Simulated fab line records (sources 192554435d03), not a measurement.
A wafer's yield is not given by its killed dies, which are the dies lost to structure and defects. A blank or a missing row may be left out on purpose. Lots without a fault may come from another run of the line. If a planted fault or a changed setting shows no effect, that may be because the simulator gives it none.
fab line records + flow n5_finfet
record
- lots=12
- wafers=30
- last_day=18
route steps=1938 shown FIN_SAQP@114 PASSIVATION@1936
lots that met no fault: taken from a fault-free run of the same line
start_h: the number of hours between the record's first day and the start of the first shown wafer of the lot + wait_h: hours from the lot's prior step to this one + " unchanged from the row above + L1.1+2: one row covering several wafers at once + - either no value or no given start + * or withheld: withheld + < > ~ a bound
route shown NAME@n: names a module that has steps shown in the file, with the first one's number in the route + usual: mean/standard deviation of fault-free wafers + same: alike in all rows + chamber/n: place in a boat + sites: the reading at each site + _std_site: how widely they spread, as a standard deviation + _edge_site: the outer-site mean with the inner-site mean subtracted + radius_mm: for every site, how far away it sits from the centre of the wafer + mask NAME#n: copy n + behind: the last tool/chamber to shape the wafer + hold: what put the lot on hold/how long, in hours/how the hold closed + device: whichever transistor did not switch (one of n, p or np) + end of line: the same wafers' tests at the end of the route + a step given without rows: its recipe and nothing more + killed: count of dies lost to structure and defects at first sort (not the wafer's yield) + map: the dies of a wafer, with x for killed, . for not killed, _ for no die there
set.NAME: the setting that was run; set.NAME@STEP: the one run at that earlier step + model.NAME: the simulator's own value behind a step, which no gauge read
route steps across a sampled set of lots; one table per step, one row per wafer
services: when a tool's chamber went out of use (start_h, in hours from the record's first day, below 0 if earlier), for how many hours, and the reason
## steps
# step N5_FIN_SAQP_DESCUM_21
# recipe
- chemistry=O2
- time_s=7.9
- source_power_w=50
- bias_power_w=20
- pressure_mtorr=20
- rf_frequency_hz=2.712e+07
- temp_c=40
- resist=CAR-ArF
- o2_flow_sccm=225
# usual
- drypump_motor_current_A=5.5/0.41
- o2_flow_sccm=224.9/0.67
- oes_product_au=0.82/0.084
- rf_vpp_V=243.7/1.5
- showerhead_plenum_p_Torr=2.13/0.088
- throttle_valve_pct=20.42/0.25
| lot.wafer | tool        | chamber | start_h | wait_h | drypump_motor_current_A | o2_flow_sccm | oes_product_au | rf_hours_counter_h | rf_vpp_V | showerhead_plenum_p_Torr | throttle_valve_pct |
|-----------|-------------|---------|---------|--------|-------------------------|--------------|----------------|--------------------|----------|--------------------------|--------------------|
| L803.3    | rie_diel-02 | 2       | 33.85   | 0.0    | 6.3                     | 224.2        | 0.94           | 7                  | 246.7    | 2.21                     | 20.15              |
| L803.4    | "           | 0       | "       | "      | 4.9                     | 224.2        | 0.82           | 107                | 242.7    | 2.11                     | 20.31              |
| L803.5    | "           | 1       | "       | "      | 4.9                     | 223.4        | 0.85           | -                  | 246.8    | 2.24                     | 20.46              |
| L804.5    | rie_diel-05 | 2       | 40.70   | 0.0    | 5.1                     | 224.4        | 0.72           | -                  | 244.7    | 2.17                     | 20.39              |
| L804.6    | "           | 3       | "       | "      | 5.1                     | 224.6        | 0.91           | -                  | 244.4    | 2.15                     | 20.53              |
| L805.2    | rie_diel-01 | 1       | 48.22   | 0.0    | 5.7                     | 224.6        | 0.67           | 240                | 239.8    | 1.97                     | 21.03              |
| L805.4    | "           | 0       | "       | "      | 6.1                     | 226.3        | 0.73           | 195                | 241.0    | 1.97                     | 20.55              |
| L805.5    | "           | 3       | "       | "      | 5.7                     | 225.5        | 0.84           | -                  | 245.2    | 2.13                     | 20.66              |
| L806.1    | rie_diel-01 | 3       | 52.18   | 0.0    | 5.7                     | 225.2        | 0.83           | 68                 | 243.2    | 2.13                     | 20.66              |
| L806.2    | "           | 0       | "       | "      | 6.1                     | 225.8        | 0.72           | 196                | 241.7    | 1.97                     | 20.55              |
| L806.3    | "           | 1       | "       | "      | 5.7                     | 226.3        | 0.66           | 241                | 240.5    | 1.97                     | 21.03              |
| L808.2    | rie_diel-05 | 1       | 63.31   | 0.0    | 5.6                     | 224.8        | 0.81           | 93                 | 244.6    | 2.24                     | 20.16              |
| L808.3    | "           | 2       | "       | "      | 5.2                     | 225.0        | 0.70           | 209                | 243.8    | 2.16                     | 20.41              |
| L810.3    | rie_diel-05 | 3       | 76.43   | 0.0    | 5.1                     | 225.6        | 0.89           | 44                 | 243.6    | 2.14                     | 20.54              |
| L810.4    | "           | 0       | "       | "      | 5.4                     | 225.1        | 0.97           | 15                 | 243.8    | 2.04                     | 20.38              |
| L811.1    | rie_diel-05 | 1       | 82.34   | 0.4    | 5.6                     | 225.0        | 0.81           | 100                | 243.8    | 2.24                     | 20.18              |
| L811.4    | "           | 3       | "       | "      | 5.1                     | 224.6        | 0.88           | 46                 | 244.3    | 2.14                     | 20.55              |
| L811.6    | "           | 0       | "       | "      | 5.4                     | 225.0        | 0.96           | -                  | 243.0    | 2.04                     | 20.40              |
| L813.3    | rie_diel-02 | 2       | 94.16   | 0.0    | 6.4                     | 225.5        | 0.90           | 28                 | 245.0    | 2.20                     | 20.17              |
| L813.4    | "           | 0       | "       | "      | 4.9                     | 224.5        | 0.81           | 127                | 242.3    | 2.10                     | 20.34              |
| L813.6    | "           | 0       | "       | "      | 4.9                     | 224.9        | 0.80           | -                  | 244.9    | 2.10                     | 20.35              |
| L817.2    | rie_diel-01 | 2       | 117.39  | 0.1    | 5.2                     | 225.0        | 0.84           | 62                 | 242.5    | 2.10                     | 19.90              |
| L817.3    | "           | 1       | "       | "      | 5.7                     | 225.1        | 0.95           | 5                  | 246.2    | 2.23                     | 20.58              |
| L819.3    | rie_diel-01 | 2       | 131.21  | 0.7    | 5.2                     | 225.4        | 0.82           | 66                 | 244.9    | 2.10                     | 19.89              |
| L819.4    | "           | 0       | "       | "      | 6.0                     | 224.5        | 0.70           | 226                | 241.4    | 1.96                     | 20.59              |
| L821.2    | rie_diel-01 | 2       | 141.44  | 0.2    | 5.2                     | 225.0        | 0.81           | 70                 | 243.9    | 2.10                     | 19.91              |
| L821.5    | "           | 0       | "       | "      | 6.1                     | 224.6        | 0.70           | -                  | 242.8    | 1.96                     | 20.59              |
| L824.2    | rie_diel-01 | 2       | 162.60  | 0.4    | 5.2                     | 226.1        | 0.82           | 78                 | 243.7    | 2.09                     | 19.90              |
| L824.5    | "           | 0       | "       | "      | 6.0                     | 224.7        | 0.70           | -                  | 241.6    | 1.96                     | 20.61              |
| L824.6    | "           | 1       | "       | "      | 5.7                     | 224.4        | 0.90           | -                  | 244.8    | 2.22                     | 20.61              |
# step N5_FIN_SAQP_MANDREL_ETCH_22
# recipe
- target_depth_a=600
- chemistry=HBr/Cl2
- target=a-Si
- stop_on=SiNx
- bt_time_s=10
- over_etch_frac=0.5
- time_s=30
- pressure_mtorr=10
- icp_w=800
- bias_w=75
- HBr_flow_sccm=150
- Cl2_flow_sccm=80
- ends=end_point
# usual
- drypump_motor_current_A=5.9/0.41
- oes_product_au=0.773/0.014
- throttle_valve_pct=35.18/0.29
# same
- over_etch_frac=0.5
| lot.wafer | tool      | chamber | start_h | wait_h | drypump_motor_current_A | oes_product_au | rf_hours_counter_h | throttle_valve_pct |
|-----------|-----------|---------|---------|--------|-------------------------|----------------|--------------------|--------------------|
| L803.3    | rie_si-03 | 3       | 34.13   | 0.0    | 5.4                     | 0.791          | 48                 | 34.99              |
| L803.4    | "         | 2       | "       | "      | 6.0                     | 0.791          | 141                | 35.21              |
| L803.5    | "         | 3       | "       | "      | 5.4                     | 0.791          | -                  | 34.98              |
| L804.5    | rie_si-02 | 2       | 41.01   | 0.1    | 4.9                     | 0.791          | -                  | 35.82              |
| L804.6    | "         | 3       | "       | "      | 6.4                     | 0.772          | -                  | 34.89              |
| L805.2    | rie_si-05 | 0       | 48.50   | 0.0    | 6.1                     | 0.781          | 2                  | 35.47              |
| L805.4    | "         | 1       | "       | "      | 5.7                     | 0.766          | 22                 | 35.02              |
| L805.5    | "         | 3       | "       | "      | 5.7                     | 0.787          | -                  | 35.03              |
| L806.1    | rie_si-02 | 1       | 52.46   | 0.0    | 5.8                     | 0.765          | 60                 | 34.84              |
| L806.2    | "         | 2       | "       | "      | 4.9                     | 0.779          | 27                 | 35.84              |
| L806.3    | "         | 0       | "       | "      | 6.2                     | 0.751          | 171                | 35.31              |
| L808.2    | rie_si-05 | 3       | 63.60   | 0.0    | 5.7                     | 0.776          | 40                 | 35.05              |
| L808.3    | "         | 0       | "       | "      | 6.1                     | 0.782          | 2                  | 35.46              |
| L810.3    | rie_si-02 | 3       | 76.71   | 0.0    | 6.3                     | 0.755          | 163                | 34.90              |
| L810.4    | "         | 2       | "       | "      | 4.9                     | 0.768          | 27                 | 35.84              |
| L811.1    | rie_si-02 | 2       | 82.62   | 0.0    | 4.9                     | 0.784          | 28                 | 35.83              |
| L811.4    | "         | 1       | "       | "      | 5.8                     | 0.755          | 60                 | 34.83              |
| L811.6    | "         | 1       | "       | "      | 5.8                     | 0.761          | -                  | 34.85              |
| L813.3    | rie_si-02 | 0       | 94.44   | 0.0    | 6.2                     | 0.751          | 172                | 35.33              |
| L813.4    | "         | 1       | "       | "      | 5.8                     | 0.755          | 61                 | 34.82              |
| L813.6    | "         | 0       | "       | "      | 6.2                     | 0.748          | -                  | 35.31              |
| L817.2    | rie_si-03 | 2       | 117.68  | 0.0    | 6.0                     | 0.777          | 142                | 35.23              |
| L817.3    | "         | 1       | "       | "      | 6.0                     | 0.758          | 1                  | 35.38              |
| L819.3    | rie_si-03 | 0       | 131.50  | 0.0    | 6.3                     | 0.779          | 0                  | 35.55              |
| L819.4    | "         | 1       | "       | "      | 6.0                     | 0.772          | 1                  | 35.32              |
| L821.2    | rie_si-03 | 1       | 141.72  | 0.0    | 6.0                     | 0.767          | 1                  | 35.34              |
| L821.5    | "         | 2       | "       | "      | 6.0                     | 0.789          | -                  | 35.22              |
| L824.2    | rie_si-05 | 1       | 162.88  | 0.0    | 5.7                     | 0.776          | 24                 | 35.03              |
| L824.5    | "         | 3       | "       | "      | 5.7                     | 0.797          | -                  | 35.02              |
| L824.6    | "         | 2       | "       | "      | 6.2                     | 0.781          | -                  | 34.93              |
# step N5_FIN_SAQP_SPACER1_ALD_24
# recipe
- material=SiO2
- target_thk_a=203
- temp_c=300
- ald_precursor_family=BDEAS
- ald_co_reactant=O2-plasma
- pulse_time_s=1
- purge_time_s=2
- co_reactant_purge_time_s=2
- ald_cycles=218
- pressure_torr=2
# usual
- ald_cycles=218/0
- heater_power_w=460/41
- precursor_pulse_height_rel=0.998/0.018
# same
- purge_time_s=2
| lot.wafer | tool       | chamber | start_h | wait_h | ald_cycles | heater_power_w | precursor_pulse_height_rel |
|-----------|------------|---------|---------|--------|------------|----------------|----------------------------|
| L803.3    | ald_sin-03 | 0       | 36.14   | 1.0    | 218        | 431            | 0.998                      |
| L803.4    | "          | 2       | "       | "      | 218        | 474            | 0.970                      |
| L803.5    | "          | 0       | "       | "      | 218        | 446            | 0.972                      |
| L804.5    | ald_sin-04 | 3       | 42.15   | 0.4    | 218        | 524            | 1.013                      |
| L804.6    | "          | 2       | "       | "      | 218        | 503            | 1.014                      |
| L805.2    | ald_sin-03 | 3       | 49.31   | 0.3    | 218        | 411            | 1.014                      |
| L805.4    | "          | 1       | "       | "      | 218        | 439            | 0.956                      |
| L805.5    | "          | 1       | "       | "      | 218        | 445            | 0.983                      |
| L806.1    | ald_sin-04 | 1       | 53.26   | 0.3    | 218        | 452            | 0.986                      |
| L806.2    | "          | 2       | "       | "      | 218        | 494            | 1.009                      |
| L806.3    | "          | 0       | "       | "      | 218        | 401            | 1.019                      |
| L808.2    | ald_sin-04 | 0       | 64.40   | 0.3    | 218        | 402            | 0.988                      |
| L808.3    | "          | 2       | "       | "      | 218        | 471            | 1.021                      |
| L810.3    | ald_sin-04 | 2       | 77.61   | 0.1    | 218        | 507            | 1.029                      |
| L810.4    | "          | 3       | "       | "      | 218        | 534            | 0.980                      |
| L811.1    | ald_sin-03 | 1       | 83.43   | 0.3    | 218        | 457            | 1.022                      |
| L811.4    | "          | 0       | "       | "      | 295        | 442            | 0.999                      |
| L811.6    | "          | 1       | "       | "      | 218        | 455            | 1.000                      |
| L813.3    | ald_sin-03 | 0       | 96.16   | 1.1    | 295        | 434            | 0.992                      |
| L813.4    | "          | 3       | "       | "      | 295        | 416            | 0.997                      |
| L813.6    | "          | 3       | "       | "      | 218        | 423            | 0.989                      |
| L817.2    | ald_sin-04 | 0       | 119.18  | 0.7    | 218        | 411            | 1.011                      |
| L817.3    | "          | 2       | "       | "      | 218        | 502            | 0.996                      |
| L819.3    | ald_sin-04 | 0       | 132.46  | 0.1    | 218        | 396            | 1.034                      |
| L819.4    | "          | 2       | "       | "      | 218        | 496            | 1.011                      |
| L821.2    | ald_sin-02 | 3       | 143.20  | 0.9    | 218        | 410            | 1.020                      |
| L821.5    | "          | 3       | "       | "      | 218        | 422            | 0.995                      |
| L824.2    | ald_sin-04 | 0       | 165.15  | 1.3    | 218        | 403            | 0.976                      |
| L824.5    | "          | 0       | "       | "      | 218        | 399            | 0.993                      |
| L824.6    | "          | 1       | "       | "      | 218        | 441            | 1.021                      |
# step N5_FIN_SAQP_CD_MEAS_27
# recipe
- target_cd_nm=20
- landing_energy_ev=1000
- detector=se_inlens
- polarity=line
# usual
- cd_nm=20.25/0.24
| lot.wafer | tool      | chamber | start_h | wait_h | cd_nm |
|-----------|-----------|---------|---------|--------|-------|
| L803.3    | cd_sem-03 | 0       | 37.06   | 0.1    | 20.68 |
| L803.4    | "         | 0       | "       | "      | 20.49 |
| L803.5    | "         | 0       | "       | "      | 20.08 |
| L804.5    | cd_sem-02 | 0       | 42.76   | 0.0    | 20.59 |
| L804.6    | "         | 0       | "       | "      | 20.11 |
| L805.2    | cd_sem-01 | 0       | 50.27   | 0.1    | 20.51 |
| L805.4    | "         | 0       | "       | "      | 20.59 |
| L805.5    | "         | 0       | "       | "      | 20.59 |
| L806.1    | cd_sem-01 | 0       | 54.18   | 0.1    | 20.14 |
| L806.2    | "         | 0       | "       | "      | 20.09 |
| L806.3    | "         | 0       | "       | "      | 20.03 |
| L808.2    | cd_sem-03 | 0       | 65.32   | 0.1    | 19.66 |
| L808.3    | "         | 0       | "       | "      | 20.13 |
| L810.3    | cd_sem-02 | 0       | 78.53   | 0.1    | 20.51 |
| L810.4    | "         | 0       | "       | "      | 20.31 |
| L811.1    | cd_sem-03 | 0       | 84.34   | 0.1    | 20.20 |
| L811.4    | "         | 0       | "       | "      | 27.06 |
| L811.6    | "         | 0       | "       | "      | 19.85 |
| L813.3    | cd_sem-02 | 0       | 97.29   | 0.1    | 27.27 |
| L813.4    | "         | 0       | "       | "      | 26.92 |
| L813.6    | "         | 0       | "       | "      | 20.29 |
| L817.2    | cd_sem-02 | 0       | 120.16  | 0.1    | 20.44 |
| L817.3    | "         | 0       | "       | "      | 20.29 |
| L819.3    | cd_sem-02 | 0       | 133.44  | 0.1    | 19.85 |
| L819.4    | "         | 0       | "       | "      | 20.35 |
| L821.2    | cd_sem-02 | 0       | 144.16  | 0.1    | 19.77 |
| L821.5    | "         | 0       | "       | "      | 20.34 |
| L824.2    | cd_sem-03 | 0       | 166.11  | 0.1    | 20.30 |
| L824.5    | "         | 0       | "       | "      | 20.19 |
| L824.6    | "         | 0       | "       | "      | 20.53 |
# step N5_FIN_SAQP_ETCH_67
# recipe
- chemistry=CH3F/O2
- target=SiNx
- target_depth_a=300
- mask_material=SOC
- pressure_mtorr=30
- source_w=395
- bias_w=73
- Ar_flow_sccm=150
- CH3F_flow_sccm=30
- O2_flow_sccm=20
- ion_energy_ev=120
# usual
- O2_flow_sccm=20.00/0.062
- drypump_motor_current_A=5.4/0.4
- oes_product_au=0.82/0.082
- rf_vpp_V=301/5.4
- showerhead_plenum_p_Torr=2.03/0.073
- throttle_valve_pct=16.30/0.22
| lot.wafer | tool        | chamber | start_h | wait_h | O2_flow_sccm | drypump_motor_current_A | oes_product_au | rf_hours_counter_h | rf_vpp_V | showerhead_plenum_p_Torr | throttle_valve_pct |
|-----------|-------------|---------|---------|--------|--------------|-------------------------|----------------|--------------------|----------|--------------------------|--------------------|
| L803.3    | rie_diel-05 | 3       | 37.94   | 0.0    | 19.94        | 5.1                     | 0.92           | 28                 | 305      | 2.03                     | 16.27              |
| L803.4    | "           | 2       | "       | "      | 20.09        | 5.1                     | 0.72           | 199                | 300      | 2.06                     | 16.27              |
| L803.5    | "           | 0       | "       | "      | 20.07        | 5.4                     | 1.01           | -                  | 294      | 1.97                     | 16.32              |
| L804.5    | rie_diel-02 | 2       | 43.57   | 0.0    | 19.94        | 6.3                     | 0.93           | -                  | 294      | 2.15                     | 16.31              |
| L804.6    | "           | 3       | "       | "      | 19.96        | 5.2                     | 0.83           | -                  | 298      | 2.03                     | 16.39              |
| L805.2    | rie_diel-05 | 0       | 51.06   | 0.0    | 20.02        | 5.4                     | 0.99           | 11                 | 294      | 1.96                     | 16.33              |
| L805.4    | "           | 3       | "       | "      | 19.88        | 5.1                     | 0.91           | 33                 | 304      | 2.03                     | 16.29              |
| L805.5    | "           | 3       | "       | "      | 19.92        | 5.1                     | 0.90           | -                  | 304      | 2.03                     | 16.28              |
| L806.1    | rie_diel-05 | 3       | 55.17   | 0.0    | 20.04        | 5.1                     | 0.91           | 34                 | 304      | 2.03                     | 16.28              |
| L806.2    | "           | 1       | "       | "      | 19.93        | 5.6                     | 0.82           | 89                 | 310      | 2.11                     | 15.95              |
| L806.3    | "           | 2       | "       | "      | 19.95        | 5.2                     | 0.71           | 205                | 299      | 2.06                     | 16.29              |
| L808.2    | rie_diel-02 | 0       | 66.38   | 0.0    | 19.97        | 4.9                     | 0.81           | 119                | 309      | 1.99                     | 16.13              |
| L808.3    | "           | 3       | "       | "      | 20.11        | 5.2                     | 0.81           | 96                 | 297      | 2.02                     | 16.39              |
| L810.3    | rie_diel-01 | 3       | 79.30   | 0.0    | 19.99        | 5.7                     | 0.81           | 76                 | 294      | 2.03                     | 16.60              |
| L810.4    | "           | 0       | "       | "      | 20.01        | 6.1                     | 0.73           | -                  | 303      | 1.88                     | 16.52              |
| L811.1    | rie_diel-05 | 1       | 85.22   | 0.0    | 19.84        | 5.6                     | 0.81           | 101                | 309      | 2.11                     | 15.97              |
| L811.4    | "           | 3       | "       | "      | 19.97        | 5.1                     | 0.88           | 47                 | 306      | 2.03                     | 16.31              |
| L811.6    | "           | 3       | "       | "      | 19.92        | 5.1                     | 0.89           | -                  | 305      | 2.03                     | 16.31              |
| L813.3    | rie_diel-02 | 2       | 98.09   | 0.0    | 20.04        | 6.4                     | 0.88           | 30                 | 292      | 2.15                     | 16.33              |
| L813.4    | "           | 3       | "       | "      | 19.96        | 5.2                     | 0.79           | 106                | 297      | 2.02                     | 16.40              |
| L813.6    | "           | 1       | "       | "      | 20.00        | 5.0                     | 0.82           | -                  | 298      | 2.13                     | 16.32              |
| L817.2    | rie_diel-01 | 0       | 120.95  | 0.0    | 20.03        | 6.1                     | 0.72           | 223                | 306      | 1.87                     | 16.55              |
| L817.3    | "           | 2       | "       | "      | 19.94        | 5.2                     | 0.82           | 63                 | 304      | 2.02                     | 15.92              |
| L819.3    | rie_diel-01 | 2       | 134.22  | 0.0    | 19.88        | 5.2                     | 0.80           | 68                 | 302      | 2.02                     | 15.91              |
| L819.4    | "           | 3       | "       | "      | 20.07        | 5.7                     | 0.78           | 99                 | 295      | 2.02                     | 16.64              |
| L821.2    | rie_diel-02 | 0       | 145.13  | 0.0    | 20.05        | 4.8                     | 0.77           | 147                | 309      | 1.98                     | 16.20              |
| L821.5    | "           | 1       | "       | "      | 19.99        | 5.0                     | 0.79           | -                  | 299      | 2.12                     | 16.35              |
| L824.2    | rie_diel-01 | 2       | 166.95  | 0.0    | 20.03        | 5.2                     | 0.80           | 80                 | 302      | 2.01                     | 15.96              |
| L824.5    | "           | 3       | "       | "      | 20.11        | 5.7                     | 0.77           | -                  | 296      | 2.02                     | 16.67              |
| L824.6    | "           | 2       | "       | "      | 20.02        | 5.2                     | 0.81           | -                  | 301      | 2.01                     | 15.95              |
# step N5_PASSIVATION_PROBE_49
# usual
- killed_at_M0_to_M3=34/10
- killed_at_M4_up=13/5.4
- killed_at_contacts=13/6
- killed_at_front_end=42/13
- killed_at_other=4/3.2
- killed_dies=107/18
- killed_on_rim=14/4.2
- killed_open=69/14
- killed_short=35/7.7
# same
- gross_dies=1180
- killed_at_back_side=0
| lot.wafer | tool      | chamber | start_h | wait_h | killed_at_M0_to_M3 | killed_at_M4_up | killed_at_contacts | killed_at_front_end | killed_at_other | killed_dies | killed_on_rim | killed_open | killed_short |
|-----------|-----------|---------|---------|--------|--------------------|-----------------|--------------------|---------------------|-----------------|-------------|---------------|-------------|--------------|
| L811.1    | prober-01 | -       | 342.57  | 0.0    | 22                 | 17              | 18                 | 61                  | 7               | 125         | 17            | 79          | 42           |
| L811.4    | prober-01 | -       | 342.72  | 0.2    | 35                 | 11              | 21                 | 1112                | 1               | 1180        | 152           | 77          | 33           |
| L811.6    | prober-01 | -       | 342.82  | 0.3    | 36                 | 6               | 18                 | 41                  | 2               | 103         | 13            | 63          | 39           |
| L813.3    | prober-01 | -       | 353.38  | 0.1    | 37                 | 22              | 10                 | 1109                | 2               | 1180        | 152           | 67          | 48           |
| L813.4    | prober-01 | -       | 353.43  | 0.2    | 48                 | 7               | 19                 | 1104                | 2               | 1180        | 152           | 74          | 41           |
| L813.6    | prober-01 | -       | 353.53  | 0.3    | 34                 | 25              | 22                 | 48                  | 2               | 131         | 14            | 86          | 42           |
# killed by level:class
L811.1 STI_FIN_REVEAL:geometric_particle:open=16 FIN_SAQP:geometric_particle:open=14 MOL_CONTACT_COAG:geometric_particle:open=14 FIN_SAQP:geometric_particle:short=11 BEOL_M0_SAQP:geometric_particle:short=5 GATE_CUT:geometric_particle:open=5 BEOL_M2:geometric_particle:open=5 GATE_CUT:geometric_particle:short=4
L811.4 FIN_SAQP:area_ald=1070 MOL_CONTACT_COAG:geometric_particle:open=17 STI_FIN_REVEAL:geometric_particle:open=10 BEOL_M2:geometric_particle:open=8 DUMMY_GATE:geometric_particle:open=7 FIN_SAQP:geometric_particle:open=6 BEOL_M3:geometric_particle:short=6 STARTING-WAFER:geometric_particle:short=6
L811.6 MOL_CONTACT_COAG:geometric_particle:open=14 FIN_SAQP:geometric_particle:open=12 BEOL_M0_SAQP:geometric_particle:open=9 FIN_SAQP:geometric_particle:short=8 DUMMY_GATE:geometric_particle:open=8 BEOL_M0_SAQP:geometric_particle:short=7 BEOL_M2:geometric_particle:open=5 BEOL_M2:geometric_particle:short=4
L813.3 FIN_SAQP:area_ald=1063 BEOL_M0_SAQP:geometric_particle:short=16 FIN_SAQP:geometric_particle:open=11 FIN_SAQP:geometric_particle:short=10 BEOL_M1:geometric_particle:open=8 BEOL_M4:geometric_particle:open=8 STI_FIN_REVEAL:geometric_particle:open=7 MOL_CONTACT_COAG:geometric_particle:open=7
L813.4 FIN_SAQP:area_ald=1065 MOL_CONTACT_COAG:geometric_particle:open=15 BEOL_M0_SAQP:geometric_particle:short=15 FIN_SAQP:geometric_particle:open=14 FIN_SAQP:geometric_particle:short=10 BEOL_M0_SAQP:geometric_particle:open=8 BEOL_M3:geometric_particle:open=7 BEOL_M2:geometric_particle:open=5
L813.6 MOL_CONTACT_COAG:geometric_particle:open=15 STI_FIN_REVEAL:geometric_particle:open=11 BEOL_M4:geometric_particle:open=10 MOL_CONTACT_COAG:geometric_particle:short=7 BEOL_M0_SAQP:geometric_particle:short=7 BEOL_M3:geometric_particle:open=7 FIN_SAQP:geometric_particle:short=6 DUMMY_GATE:geometric_particle:open=5
## services
| tool        | chamber | start_h | hours | kind                          |
|-------------|---------|---------|-------|-------------------------------|
| ald_sin-03  | 2       | 11.13   | 2.4   | repair                        |
| rie_si-03   | 1       | 17.25   | 1.0   | repair                        |
| ald_sin-04  | 1       | 27.92   | 10.5  | repair                        |
| rie_diel-05 | 0       | 53.76   | 11.6  | repair                        |
| rie_si-02   | 2       | 57.92   | 4.5   | repair                        |
| rie_si-02   | 0       | 63.29   | 2.6   | repair                        |
| ald_sin-04  | 3       | 66.35   | 8.7   | repair                        |
| ald_sin-02  | -       | 68.53   | 6.1   | pm                            |
| rie_diel-01 | 1       | 76.89   | -     | clean                         |
| rie_diel-01 | 1       | 76.89   | -     | consumable_replace:focus_ring |
| rie_diel-01 | 1       | 76.89   | -     | consumable_replace:showerhead |
| ald_sin-02  | 1       | 84.49   | 15.9  | repair                        |
| rie_si-02   | -       | 87.36   | 2.8   | pm                            |
| rie_si-05   | 3       | 92.08   | 9.7   | repair                        |
| rie_diel-05 | -       | 112.03  | 4.3   | pm                            |
| rie_si-03   | -       | 113.13  | 0.3   | repair                        |
| ald_sin-02  | 3       | 117.54  | 10.8  | repair                        |
| ald_sin-03  | -       | 122.29  | 0.3   | repair                        |
| rie_diel-02 | 2       | 136.70  | 8.8   | repair                        |
| ald_sin-03  | 1       | 139.92  | 3.4   | repair                        |
| ald_sin-02  | 1       | 144.57  | 6.7   | repair                        |
| rie_diel-02 | -       | 154.74  | 14.6  | pm                            |
| rie_diel-05 | 2       | 159.38  | 5.2   | repair                        |
| rie_si-05   | 0       | 161.35  | 3.6   | repair                        |
## key
first_sign
- step=N5_FIN_SAQP_SPACER1_ALD_24
- reading=ald_cycles
- direction=up
- sigmas=99+
- usual=*
- struck=*
effect
- step=N5_FIN_SAQP_CD_MEAS_27
- reading=cd_nm
- direction=up
- sigmas=29
- usual=20.25
- struck=27.08
effect
- step=N5_PASSIVATION_PROBE_49
- reading=killed_at_front_end
- direction=up
- sigmas=80
- usual=42
- struck=1108
more_kills_born_at
- N5_FIN_SAQP_SPACER1_ALD_24@ald_sin-03=3198
met_at N5_FIN_SAQP_SPACER1_ALD_24
struck_lots L811,L813
struck_wafers L811.4,L813.3,L813.4
later_rows_left_out L811.4,L813.3,L813.4
tester_left_out L811,L813
not_acting_at N5_FIN_SAQP_DESCUM_21,N5_FIN_SAQP_MANDREL_ETCH_22,N5_FIN_SAQP_ETCH_67
onset_between 49.31 83.43
fault
- kind=process_parameter_drift
- tool=ald_sin-03
- chamber=-
- onset_h=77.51
- steps=N5_FIN_SAQP_SPACER1_ALD_24
- channel=ald_cycles
- offset=*
- shape=step
- end_h=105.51
- scope=struck_wafers_only
- acts_in=*
- stated=*
# tester_left_out: of these lots the tester's yield and bins aren't shown, on N5 and GAA mostly nor the transistor test; their killed dies are dies lost to structure and defects alone, not to doping, threshold or leakage, so they don't give the yield
# later_rows_left_out: the simulator's readings of these wafers behind a module that went badly wrong aren't trusted and aren't shown, but for the sort
